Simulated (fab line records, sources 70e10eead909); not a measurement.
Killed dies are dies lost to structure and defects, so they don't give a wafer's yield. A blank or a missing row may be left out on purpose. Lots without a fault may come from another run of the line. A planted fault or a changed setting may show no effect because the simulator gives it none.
Chamber matching | flow nand_harc | NHARC_A_SLIT_DEP_23 on pecvd-01: 3 sister chambers
The step deposits SiON, target thk 100 nm. 14 wafers are shown with their chamber, then 7 later ones without.

WAFERS WITH THEIR CHAMBER
wafer  | chamber | heater_power_w (W)
L573.2 | 2       | 732
L573.4 | 0       | 798
L573.5 | 1       | 783
L572.1 | 0       | 724
L572.5 | 1       | 759
L572.6 | 0       | 713
L585.1 | 0       | 815
L585.3 | 1       | 756
L585.4 | 0       | 830
L584.1 | 1       | 656
L584.2 | 0       | 784
L584.3 | 2       | 689
L586.1 | 0       | 830
L586.3 | 1       | 649

SIGNATURES (means of the wafers above)
reading        | chamber 0 | chamber 1 | chamber 2 | scatter within a chamber
heater_power_w | 784.86    | 720.60    | 710.50    | 53
Rule: a wafer's distance from a chamber is the root of the sum, over the readings, of the square of ((its reading less the chamber's mean) divided by the reading's scatter). The wafer belongs to the nearest chamber; if the next one is less than 2 further off, it can't be placed. The scatter: the root of (the sum of the squares of (reading less its chamber's mean) over the shown wafers, divided by (wafers less chambers)).

WAFERS WITHOUT THEIR CHAMBER
wafer  | heater_power_w (W)
L586.5 | 654
L588.1 | 742
L588.3 | 779
L588.5 | 797
L589.1 | 806
L589.4 | 816
L589.5 | 706

WHICH CHAMBER EACH WENT THROUGH
wafer  | from the rows above          | in truth
L586.5 | can't be placed: 2 or 1 or 0 | 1
L588.1 | can't be placed: 1 or 2 or 0 | 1
L588.3 | can't be placed: 0 or 1 or 2 | 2
L588.5 | can't be placed: 0 or 1 or 2 | 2
L589.1 | can't be placed: 0 or 1 or 2 | 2
L589.4 | can't be placed: 0 or 1 or 2 | 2
L589.5 | can't be placed: 2 or 1 or 0 | 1
Placed correctly: 0 of 7. Can't be placed from these rows: 7 (the true chamber is among the candidates in 7). Placed wrongly: 0.
